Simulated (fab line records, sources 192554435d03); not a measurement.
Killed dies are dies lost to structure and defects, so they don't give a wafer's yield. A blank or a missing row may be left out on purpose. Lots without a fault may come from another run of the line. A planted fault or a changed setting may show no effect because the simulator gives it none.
fab line records | flow n5_finfet
record lots=6 wafers=18 last_day=16
route steps=1938 shown BEOL_M0_SAQP@670 BEOL_M4@1111 PASSIVATION@1936
lots that met no fault: from a run of the same line without faults
start_h: hours from the record's first day to the start of the lot's first wafer shown | wait_h: hours since the lot's step before | " the same as in the row above | L1.1+2: a row that stands for several wafers | - no value, or no start given | * or withheld: withheld | < > ~ a bound
route shown NAME@n: a module of which the file shows steps, and the number in the route of the first | usual: mean/standard deviation of fault-free wafers | same: alike in all rows | chamber/n: place in a boat | sites: the reading at each site | _std_site: their standard deviation | _edge_site: outer sites' mean less inner sites' | radius_mm: how far each site lies from the wafer's centre | mask NAME#n: copy n | behind: the tool/chamber that last shaped the wafer | hold: why the lot was held/for how many hours/how that ended | device: the transistor (n, p or np) that didn't switch | end of line: the same wafers' tests at the end of the route | a step without rows: its recipe alone | killed: dies lost to structure and defects at the first sort, not the wafer's yield | map: a wafer's dies, x killed, . not, _ none there
set.NAME: the setting as run; set.NAME@STEP: as run at that earlier step | model.NAME: the simulator's own value behind a step, which no gauge read
lots at some steps of the route; a table a step, a row a wafer
services: from which hour (start_h, from the record's first day; less than 0 if before it) a tool's chamber was out of use, for how many hours, and why
## steps
# step N5_BEOL_M0_SAQP_RECESS_104
# recipe chemistry=HF/NH3 target=SiO2 target_depth_a=180 afs_cycles=3 temp_c=30 sublimation_temp_c=180 sublimation_time_s=60
# usual drypump_motor_current_A=5.7/0.42
# columns lot.wafer tool chamber start_h wait_h drypump_motor_current_A
L901.1 vapor_etch-01 0 138.71 0.1 5.6
L901.2 " 1 " " 6.2
L901.3 " 0 " " 5.6
L902.1 vapor_etch-02 1 142.74 0.1 5.9
L902.5 " 1 " " 5.9
L902.6 " 0 " " 5.0
L903.3 vapor_etch-02 0 150.31 0.2 5.0
L903.4 " 1 " " 5.9
L903.5 " 1 " " 5.9
L907.2 vapor_etch-01 1 173.94 0.1 6.2
L907.3 " 0 " " 5.7
L907.6 " 1 " " 6.2
L914.1 vapor_etch-02 0 218.72 0.1 5.0
L914.3 " 1 " " 5.9
L914.5 " 0 " " 5.0
L916.1 vapor_etch-02 1 230.14 0.1 5.9
L916.3 " 0 " " 5.0
L916.6 " 1 " " 5.9
# step N5_BEOL_M0_SAQP_COAT_105
# recipe resist=SOC temp_c=250 time_s=60 spin_rpm=1500 resist_thk_nm=100
# step N5_BEOL_M0_SAQP_ETCH_106
# recipe chemistry=N2/H2 target=SOC target_depth_a=1500 stop_on=SiNx ion_energy_ev=100 bias_w=61 pressure_mtorr=30 source_w=850 n2_flow_sccm=200 h2_flow_sccm=200
# usual chamber_pressure_mTorr=30.000/0.03 drypump_motor_current_A=5.8/0.43 oes_product_au=0.77/0.091 rf_vpp_V=240.5/1.5 showerhead_plenum_p_Torr=2.53/0.098 throttle_valve_pct=17.8/0.31
# columns lot.wafer tool chamber start_h wait_h chamber_pressure_mTorr drypump_motor_current_A oes_product_au rf_hours_counter_h rf_vpp_V showerhead_plenum_p_Torr throttle_valve_pct
L901.1 rie_diel-02 1 139.19 - 29.967 5.7 0.90 19 242.6 2.72 17.4
L901.2 " 2 " " 29.978 5.1 0.79 74 240.9 2.55 17.7
L901.3 " 3 " " 29.992 6.2 0.70 205 239.6 2.43 18.1
L902.1 rie_diel-01 2 143.19 - 29.997 5.5 0.73 198 241.4 2.41 17.8
L902.5 " 0 " " 29.979 5.6 0.91 - 240.9 2.60 17.2
L902.6 " 3 " " 29.967 6.0 0.66 - 239.6 2.42 17.8
L903.3 rie_diel-01 2 151.01 - 29.992 5.4 0.72 200 238.1 2.41 17.8
L903.4 " 1 " " 30.013 5.5 0.73 175 243.4 2.64 18.0
L903.5 " 1 " " 30.006 5.5 0.74 - 241.3 2.64 18.0
L907.2 rie_diel-01 3 174.39 - 30.043 6.0 0.65 230 238.7 2.42 17.8
L907.3 " 0 " " 30.004 5.7 0.89 26 242.4 2.60 17.2
L907.6 " 1 " " 29.975 5.5 0.73 - 242.8 2.63 18.0
L914.1 rie_diel-01 1 219.52 - 29.987 5.5 0.71 200 241.6 2.63 18.0
L914.3 " 0 " " 30.001 5.7 0.86 41 242.5 2.59 17.2
L914.5 " 2 " " 29.992 5.5 0.71 - 238.1 2.40 17.8
L916.1 rie_diel-01 2 230.59 - 29.946 5.4 0.70 229 239.3 2.40 17.8
L916.3 " 1 " " 29.978 5.5 0.71 204 241.0 2.62 18.1
L916.6 " 3 " " 30.038 6.0 0.64 - 239.9 2.41 17.8
# step N5_BEOL_M0_SAQP_ETCH_107
# recipe chemistry=CH3F/O2 target=SiNx target_depth_a=300 mask_material=SOC pressure_mtorr=30 source_w=395 bias_w=73 Ar_flow_sccm=150 CH3F_flow_sccm=30 O2_flow_sccm=20 ion_energy_ev=120
# usual chamber_pressure_mTorr=30.001/0.028 drypump_motor_current_A=5.8/0.44 mfc_ar_sccm=149.9/0.41 oes_ar_750_au=0.78/0.091 oes_product_au=0.77/0.093 rf_vpp_V=298/6.7 showerhead_plenum_p_Torr=1.99/0.077 throttle_valve_pct=16.30/0.26
# columns lot.wafer tool chamber start_h wait_h chamber_pressure_mTorr drypump_motor_current_A mfc_ar_sccm oes_ar_750_au oes_product_au rf_hours_counter_h rf_vpp_V showerhead_plenum_p_Torr throttle_valve_pct
L901.1 rie_diel-02 1 139.25 0.0 29.969 5.8 150.1 0.91 0.90 19 310 2.13 15.89
L901.2 " 2 " " 30.011 5.1 149.4 0.80 0.79 74 289 2.03 16.40
L901.3 " 3 " " 29.999 6.2 150.1 0.73 0.71 205 295 1.92 16.66
L902.1 rie_diel-01 2 143.25 0.0 29.995 5.4 149.9 0.73 0.73 198 310 1.90 16.32
L902.5 " 0 " " 30.005 5.7 149.8 0.92 0.92 - 301 2.05 15.83
L902.6 " 3 " " 30.031 6.0 150.3 0.68 0.67 - 296 1.88 16.26
L903.3 rie_diel-01 2 151.07 0.0 29.984 5.4 150.6 0.73 0.73 200 308 1.90 16.33
L903.4 " 1 " " 29.991 5.5 150.1 0.74 0.72 175 293 2.07 16.48
L903.5 " 1 " " 29.987 5.5 149.7 0.74 0.73 - 294 2.07 16.49
L907.2 rie_diel-01 3 174.45 0.0 30.024 6.0 149.9 0.66 0.66 230 294 1.88 16.28
L907.3 " 0 " " 30.024 5.7 149.4 0.90 0.89 26 301 2.05 15.82
L907.6 " 1 " " 30.024 5.5 149.8 0.74 0.73 - 295 2.07 16.53
L914.1 rie_diel-01 1 219.58 0.0 30.012 5.5 149.5 0.73 0.72 200 293 2.06 16.55
L914.3 " 0 " " 30.043 5.6 150.5 0.88 0.89 41 302 2.04 15.88
L914.5 " 2 " " 30.036 5.4 150.3 0.71 0.72 - 309 1.89 16.37
L916.1 rie_diel-01 2 230.65 0.0 30.050 5.5 150.1 0.71 0.72 229 309 1.89 16.37
L916.3 " 1 " " 30.029 5.5 149.6 0.72 0.72 204 294 2.06 16.55
L916.6 " 3 " " 30.003 6.0 150.3 0.66 0.65 - 297 1.87 16.30
# step N5_BEOL_M0_SAQP_STRIP_108
# recipe chemistry=N2/H2 power_w=500 temp_c=40 pressure_mtorr=50 rf_frequency_hz=6e+07 overash_fraction=0.3 bias_power_w=28 h2_frac=0.5 n2_flow_sccm=300 h2_flow_sccm=300
# step N5_BEOL_M0_SAQP_RECESS_109
# recipe chemistry=HF/NH3 target=SiO2 target_depth_a=30 afs_cycles=1 temp_c=30 sublimation_temp_c=180 sublimation_time_s=60
# step N5_BEOL_M0_SAQP_SPACER2_ALD_26
# recipe material=SiO2 target_thk_a=150 temp_c=300 ald_precursor_family=BDEAS ald_co_reactant=O2-plasma pulse_time_s=1 purge_time_s=2 co_reactant_purge_time_s=2 pressure_torr=2
# usual heater_power_w=478/47 precursor_pulse_height_rel=1.001/0.02
# columns lot.wafer tool chamber start_h wait_h heater_power_w precursor_pulse_height_rel since_wet_clean_h
L901.1 ald_sin-01 2 139.50 0.1 469 1.015 131
L901.2 " 0 " " 540 1.016 131
L901.3 " 1 " " 495 1.021 131
L902.1 ald_sin-02 3 143.60 0.1 500 1.003 333
L902.5 " 0 " " 472 1.011 -
L902.6 " 1 " " 479 0.988 -
L903.3 ald_sin-03 2 151.31 0.1 558 0.999 249
L903.4 " 1 " " 492 0.956 249
L903.5 " 1 " " 508 0.966 -
L907.2 ald_sin-01 0 174.69 0.1 528 1.003 166
L907.3 " 3 " " 447 0.996 166
L907.6 " 1 " " 488 1.008 -
L914.1 ald_sin-03 1 219.82 0.1 506 0.997 317
L914.3 " 0 " " 450 0.977 317
L914.5 " 2 " " 544 1.000 -
L916.1 ald_sin-02 2 230.90 0.1 425 0.986 40
L916.3 " 3 " " 473 0.961 40
L916.6 " 2 " " 452 1.001 -
# step N5_BEOL_M0_SAQP_SPACER2_ETCHBACK_27
# recipe chemistry=CHF3/O2 mode=anisotropic_etchback target=SiO2 target_depth_a=225 time_s=11.25 pressure_mtorr=30 source_w=650 bias_w=170 Ar_flow_sccm=200 CHF3_flow_sccm=50 O2_flow_sccm=5 ion_energy_ev=200
# usual chamber_pressure_mTorr=30.000/0.029 drypump_motor_current_A=5.9/0.43 mfc_ar_sccm=200.0/0.62 oes_ar_750_au=0.77/0.092 oes_product_au=0.77/0.095 rf_vpp_V=527/12 showerhead_plenum_p_Torr=2.39/0.089 throttle_valve_pct=18.84/0.26
# columns lot.wafer tool chamber start_h wait_h chamber_pressure_mTorr drypump_motor_current_A mfc_ar_sccm oes_ar_750_au oes_product_au rf_hours_counter_h rf_vpp_V showerhead_plenum_p_Torr throttle_valve_pct
L901.1 rie_diel-01 2 140.05 0.3 30.024 5.4 200.2 0.73 0.73 197 545 2.30 18.85
L901.2 " 1 " " 30.026 5.5 200.0 0.75 0.74 172 518 2.49 19.05
L901.3 " 0 " " 30.049 5.7 200.5 0.93 0.93 14 531 2.48 18.43
L902.1 rie_diel-02 2 144.15 0.3 30.033 5.1 199.3 0.79 0.79 75 510 2.45 18.96
L902.5 " 1 " " 29.999 5.8 199.9 0.91 0.90 - 545 2.56 18.41
L902.6 " 0 " " 30.023 5.8 200.5 0.68 0.70 - 535 2.47 18.77
L903.3 rie_diel-01 0 152.05 0.5 29.975 5.7 199.8 0.91 0.91 18 531 2.48 18.42
L903.4 " 3 " " 29.983 6.0 199.7 0.67 0.66 222 521 2.27 18.80
L903.5 " 0 " " 30.034 5.7 201.1 0.91 0.91 - 533 2.48 18.42
L907.2 rie_diel-01 0 175.45 0.5 30.031 5.6 199.5 0.90 0.90 26 530 2.47 18.44
L907.3 " 1 " " 29.990 5.5 198.6 0.74 0.73 184 516 2.49 19.06
L907.6 " 3 " " 29.968 6.0 199.9 0.66 0.66 - 521 2.27 18.79
L914.1 rie_diel-01 2 220.42 0.3 29.995 5.4 199.8 0.71 0.72 225 543 2.29 18.89
L914.3 " 1 " " 30.034 5.5 199.8 0.72 0.72 200 518 2.48 19.09
L914.5 " 1 " " 30.012 5.5 199.9 0.73 0.71 - 517 2.48 19.11
L916.1 rie_diel-02 0 231.44 0.3 29.979 5.8 199.7 0.66 0.68 203 535 2.46 18.81
L916.3 " 3 " " 30.012 6.2 199.7 0.69 0.70 231 519 2.30 19.23
L916.6 " 3 " " 30.062 6.2 199.6 0.70 0.70 - 519 2.30 19.24
# step N5_BEOL_M0_SAQP_MANDREL2_REMOVE_110
# recipe chemistry=HBr/Cl2/O2 bt_time_s=10 target=a-Si stop_on=SiCN endpoint=OES-SiCl over_etch_frac=1 icp_w=600 bias_w=30 HBr_flow_sccm=150 Cl2_flow_sccm=80 O2_flow_sccm=5 pressure_mtorr=10
# step N5_BEOL_M0_SAQP_CD_MEAS_29
# recipe target_cd_nm=14.4 landing_energy_ev=1000 detector=se_inlens
# usual cd_nm=15.03/0.25
# columns lot.wafer tool chamber start_h wait_h cd_nm
L901.1 cd_sem-01 0 140.24 0.1 14.90
L901.2 " 0 " " 15.26
L901.3 " 0 " " 15.08
L902.1 cd_sem-03 0 144.35 0.1 14.98
L902.5 " 0 " " 15.30
L902.6 " 0 " " 15.22
L903.3 cd_sem-03 0 152.25 0.1 14.90
L903.4 " 0 " " 14.59
L903.5 " 0 " " 14.92
L907.2 cd_sem-03 0 175.65 0.1 15.03
L907.3 " 0 " " 15.18
L907.6 " 0 " " 15.27
L914.1 cd_sem-02 0 220.61 0.1 15.00
L914.3 " 0 " " 14.81
L914.5 " 0 " " 15.50
L916.1 cd_sem-02 0 231.64 0.1 14.79
L916.3 " 0 " " 14.84
L916.6 " 0 " " 14.98
# step N5_BEOL_M0_SAQP_COAT_69
# recipe resist=SOC temp_c=250 time_s=60 spin_rpm=1500 resist_thk_nm=90
# step N5_BEOL_M0_SAQP_COAT_72
# recipe resist=SiARC temp_c=220 time_s=60 spin_rpm=1500 resist_thk_nm=15
# step N5_BEOL_M0_SAQP_COAT_87
# recipe resist=underlayer temp_c=205 time_s=60 spin_rpm=1500 resist_thk_nm=5
# usual heater_power_total_W=391.7/1.4 plate_temp_C=205.00/0.18
# columns lot.wafer tool chamber start_h wait_h heater_power_total_W plate_temp_C
L901.1 litho_track-02 0 140.29 - 391.6 205.30
L901.2 " 0 " " 391.1 205.00
L901.3 " 0 " " 390.2 205.10
L902.1 litho_track-02 0 144.39 - 424.3 219.60
L902.5 " 0 " " 429.2 219.54
L902.6 " 0 " " 424.0 219.51
L903.3 litho_track-03 0 152.29 - 389.7 204.96
L903.4 " 0 " " 392.6 204.90
L903.5 " 0 " " 390.1 205.06
L907.2 litho_track-02 0 175.69 - 429.9 219.76
L907.3 " 0 " " 424.9 219.77
L907.6 " 0 " " 426.0 219.48
L914.1 litho_track-03 0 220.66 - 392.8 204.80
L914.3 " 0 " " 392.3 204.89
L914.5 " 0 " " 393.2 204.85
L916.1 litho_track-01 0 231.68 - 389.5 204.60
L916.3 " 0 " " 392.3 204.67
L916.6 " 0 " " 389.9 204.73
# step N5_BEOL_M0_SAQP_COAT_34
# recipe resist=CAR-EUV spin_rpm=1500 resist_thk_nm=30
# step N5_BEOL_M4_RC_MEAS_101
# usual DIBL_N=35.0/2.4 DIBL_P=35.4/2.8 IOFF_N=0.14/0.045 IOFF_P=0.20/0.048 ION_N=667/19 ION_P=460/11 SS_N=71.2/0.71 SS_P=73.1/0.86 VT_N=252/4.6 VT_P=-251/3.4
# columns lot.wafer tool chamber start_h wait_h DIBL_N[mV/V] DIBL_P[mV/V] IOFF_N[nA/um] IOFF_P[nA/um] ION_N[uA/um] ION_P[uA/um] SS_N[mV/dec] SS_P[mV/dec] VT_N[mV] VT_P[mV]
L901.1 prober-02 0 195.73 0.0 34.9 35.8 0.16 0.21 684 469 71.4 73.3 249 -248
L901.2 " 0 " " 35.5 35.6 0.18 0.22 697 476 70.5 73.4 247 -249
L901.3 " 0 " " 33.9 34.2 0.15 0.19 687 471 70.2 73.1 249 -249
L903.3 prober-02 0 205.10 0.3 34.6 34.4 0.12 0.19 652 454 71.0 73.6 252 -253
L903.4 " 0 " " 35.3 36.1 0.14 0.22 691 471 70.2 73.4 253 -248
L903.5 " 0 " " 32.2 31.4 0.10 0.16 645 445 70.4 72.8 263 -253
L902.1 prober-02 0 208.13 0.0 34.7 32.9 0.13 0.17 643 446 71.5 72.7 252 -252
L902.5 " 0 " " 36.0 34.7 0.15 0.20 658 458 71.7 73.4 248 -250
L902.6 " 0 " " 34.6 34.1 0.14 0.19 668 462 71.1 72.3 250 -249
L907.2 prober-01 0 230.07 0.2 35.0 33.1 0.12 0.18 645 443 71.0 72.9 252 -253
L907.3 " 0 " " 35.2 35.2 0.15 0.21 684 470 70.9 73.1 247 -249
L907.6 " 0 " " 36.7 35.4 0.16 0.21 671 458 71.8 74.1 250 -252
L914.1 prober-02 0 281.87 0.0 33.3 33.2 0.12 0.18 674 467 71.2 72.3 253 -253
L914.3 " 0 " " 35.8 35.9 0.15 0.21 665 457 71.1 72.7 251 -249
L914.5 " 0 " " 35.5 35.8 0.13 0.21 646 449 71.6 72.9 253 -251
L916.1 prober-01 0 282.17 0.0 31.6 32.4 0.09 0.17 640 443 70.0 72.8 258 -252
L916.3 " 0 " " 36.1 37.6 0.15 0.22 690 472 71.2 73.7 252 -250
L916.6 " 0 " " 32.0 30.9 0.08 0.14 655 453 70.7 72.6 259 -257
# step N5_PASSIVATION_PROBE_49
# usual defect_limited_yield=91.7/1.4 killed_at_M0_to_M3=32/9.7 killed_at_M4_up=14/5.5 killed_at_contacts=13/6.1 killed_at_front_end=35/10 killed_at_other=4.2/2.9 killed_dies=98/17 killed_open=63/12 killed_short=32/7.7 sort_bin_5_function=4.8/0.9 sort_bin_6_memory=3.1/0.63 sort_bin_8_speed=1/3.3 sort_n_pass=1073/41 sort_yield_pct=91/3.5
# same gross_dies=1180 killed_at_back_side=0 sort_bin_4_leakage[%]=0
# columns lot.wafer tool chamber start_h wait_h defect_limited_yield[%] killed_at_M0_to_M3 killed_at_M4_up killed_at_contacts killed_at_front_end killed_at_other killed_dies killed_open killed_short sort_bin_5_function[%] sort_bin_6_memory[%] sort_bin_8_speed[%] sort_n_pass sort_yield_pct[%]
L901.1 prober-01 - 292.27 0.0 93.6 18 13 13 25 6 75 41 33 4.2 2.0 0 1105 94
L901.2 prober-01 - 292.32 0.1 93.4 26 9 9 33 1 78 58 15 4.2 1.7 0 1102 93
L901.3 prober-01 - 292.37 0.1 92.6 21 10 16 35 5 87 55 32 4.2 2.9 0 1093 93
L903.3 prober-01 - 305.68 0.1 89.5 44 11 11 53 5 124 60 54 6.6 3.6 0 1056 89
L903.4 prober-01 - 305.73 0.2 92.3 50 9 5 19 8 91 57 25 4.7 2.7 0 1089 92
L903.5 prober-01 - 305.78 0.2 92.1 31 12 7 38 5 93 64 26 3.7 3.9 0 1086 92
L907.2 prober-02 - 331.91 0.1 93.5 22 14 18 16 7 77 49 27 3.2 3.1 1 1089 92
L907.3 prober-02 - 331.96 0.1 90.3 56 14 9 33 2 114 85 28 5.8 3.7 0 1066 90
L907.6 prober-02 - 332.11 0.3 92.6 32 8 17 24 6 87 61 24 4.6 2.6 0 1093 93
L914.1 prober-02 - 394.56 0.0 91.3 30 10 22 37 4 103 67 26 5.2 2.8 0 1077 91
L914.3 prober-02 - 394.66 0.1 92.1 20 13 14 41 5 93 60 26 4.4 2.6 0 1087 92
L914.5 prober-02 - 394.76 0.2 93.8 29 3 14 19 8 73 48 24 3.9 1.9 0 1107 94
# killed by level:class
L901.1 MOL_CONTACT_COAG:geometric_particle:open=10 BEOL_M0_SAQP:geometric_particle:open=7 FIN_SAQP:geometric_particle:short=6 STI_FIN_REVEAL:geometric_particle:open=5 BEOL_M0_SAQP:geometric_particle:short=5 ILD0:geometric_particle:short=4 BEOL_M4:geometric_particle:short=4 BEOL_M4:geometric_particle:open=3
L901.2 STI_FIN_REVEAL:geometric_particle:open=15 MOL_CONTACT_COAG:geometric_particle:open=8 BEOL_M2:geometric_particle:open=7 BEOL_M3:geometric_particle:open=6 HKMG_FIN:area_etch=5 BEOL_M0_SAQP:geometric_particle:open=4 BEOL_M4:geometric_particle:open=4 DUMMY_GATE:geometric_particle:open=3
L901.3 MOL_CONTACT_COAG:geometric_particle:open=10 STI_FIN_REVEAL:geometric_particle:open=9 FIN_SAQP:geometric_particle:short=8 BEOL_M1:geometric_particle:open=8 MOL_CONTACT_COAG:geometric_particle:short=6 STI_FIN_REVEAL:geometric_particle:short=5 FIN_SAQP:geometric_particle:open=4 BEOL_M2:geometric_particle:open=4
L903.3 FIN_SAQP:geometric_particle:short=16 BEOL_M0_SAQP:geometric_particle:short=15 FIN_SAQP:geometric_particle:open=10 MOL_CONTACT_COAG:geometric_particle:open=9 BEOL_M0_SAQP:geometric_particle:open=8 FIN_CUT:area_etch=7 BEOL_M1:geometric_particle:open=6 BEOL_M2:geometric_particle:open=5
L903.4 BEOL_M1:geometric_particle:open=15 BEOL_M0_SAQP:geometric_particle:open=8 BEOL_M0_SAQP:geometric_particle:short=8 BEOL_M2:geometric_particle:open=7 BEOL_M3:geometric_particle:open=7 STI_FIN_REVEAL:geometric_particle:open=4 MOL_CONTACT_COAG:geometric_particle:open=3 BEOL_M0:geometric_particle:short=3
L903.5 STI_FIN_REVEAL:geometric_particle:open=12 BEOL_M0_SAQP:geometric_particle:open=11 MOL_CONTACT_COAG:geometric_particle:open=7 BEOL_M0_SAQP:geometric_particle:short=7 BEOL_M4:geometric_particle:open=7 FIN_SAQP:geometric_particle:open=6 BEOL_M1:geometric_particle:short=4 DUMMY_GATE:geometric_particle:open=3
L907.2 MOL_CONTACT_COAG:geometric_particle:open=12 MOL_CONTACT_COAG:geometric_particle:short=6 BEOL_M2:geometric_particle:open=6 BEOL_M3:geometric_particle:open=5 BEOL_M6:geometric_particle:open=5 MIM_TOP_ETCH:geometric_particle:short=5 FIN_SAQP:geometric_particle:open=3 BEOL_M0_SAQP:geometric_particle:open=3
L907.3 BEOL_M1:geometric_particle:open=11 BEOL_M2:geometric_particle:open=11 STI_FIN_REVEAL:geometric_particle:open=10 BEOL_M0_SAQP:geometric_particle:open=10 BEOL_M0_SAQP:geometric_particle:short=9 BEOL_M3:geometric_particle:open=9 MOL_CONTACT_COAG:geometric_particle:open=7 FIN_SAQP:geometric_particle:open=6
L907.6 MOL_CONTACT_COAG:geometric_particle:open=14 BEOL_M2:geometric_particle:open=13 BEOL_M3:geometric_particle:open=8 STI_FIN_REVEAL:geometric_particle:open=5 FIN_SAQP:geometric_particle:open=4 BEOL_M0_SAQP:geometric_particle:short=4 STARTING-WAFER:geometric_particle:short=4 MOL_CONTACT_COAG:geometric_particle:short=3
L914.1 MOL_CONTACT_COAG:geometric_particle:open=18 FIN_SAQP:geometric_particle:open=14 BEOL_M0_SAQP:geometric_particle:short=9 HKMG_FIN:area_etch=8 BEOL_M1:geometric_particle:open=7 BEOL_M0_SAQP:geometric_particle:open=5 MOL_CONTACT_COAG:geometric_particle:short=4 BEOL_M4:geometric_particle:open=4
L914.3 MOL_CONTACT_COAG:geometric_particle:open=13 FIN_SAQP:geometric_particle:open=12 BEOL_M0_SAQP:geometric_particle:short=7 HKMG_FIN:area_etch=6 BEOL_M1:geometric_particle:open=5 STARTING-WAFER:geometric_particle:open=5 FIN_SAQP:geometric_particle:short=4 DUMMY_GATE:geometric_particle:short=3
L914.5 MOL_CONTACT_COAG:geometric_particle:open=10 STI_FIN_REVEAL:geometric_particle:open=6 BEOL_M0_SAQP:geometric_particle:short=5 BEOL_M1:geometric_particle:open=5 BEOL_M3:geometric_particle:open=5 MOL_CONTACT_COAG:geometric_particle:short=4 BEOL_M0_SAQP:geometric_particle:open=4 GATE_CUT:geometric_particle:short=3
## services
# columns tool chamber start_h hours kind
rie_diel-02 3 134.23 1.3 repair
rie_diel-02 - 147.33 14.6 pm
vapor_etch-01 0 150.40 1.8 repair
ald_sin-02 3 154.85 4.6 repair
ald_sin-01 0 167.58 4.1 repair
vapor_etch-02 - 170.28 15.6 pm
litho_track-01 - 173.34 - consumable_replace:filter
rie_diel-02 1 176.33 5.3 repair
ald_sin-02 - 176.95 14.0 pm
ald_sin-02 0 176.95 14.0 vent_cycle
ald_sin-02 1 176.95 14.0 vent_cycle
ald_sin-02 2 176.95 14.0 vent_cycle
ald_sin-02 3 176.95 14.0 vent_cycle
ald_sin-02 0 190.95 - clean
ald_sin-02 1 190.95 - clean
ald_sin-02 2 190.95 - clean
ald_sin-02 3 190.95 - clean
ald_sin-03 - 198.43 4.7 repair
ald_sin-01 3 198.69 2.8 repair
rie_diel-01 3 198.80 7.3 repair
ald_sin-02 0 206.19 2.7 repair
rie_diel-01 3 211.77 18.5 repair
## key
first_sign step=N5_BEOL_M0_SAQP_COAT_87 reading=plate_temp_C direction=up sigmas=82 usual=* struck=*
effect step=N5_BEOL_M0_SAQP_COAT_87 reading=heater_power_total_W direction=up sigmas=25 usual=* struck=*
met_at N5_BEOL_M0_SAQP_COAT_87
struck_wafers L902.1,L902.5,L902.6,L907.2,L907.3,L907.6
onset_between 140.29 144.39
fault kind=process_parameter_drift tool=litho_track-02 chamber=- onset_h=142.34 steps=N5_BEOL_M0_SAQP_COAT_87 channel=temp_c offset=* shape=step end_h=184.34 acts_in=* stated=*
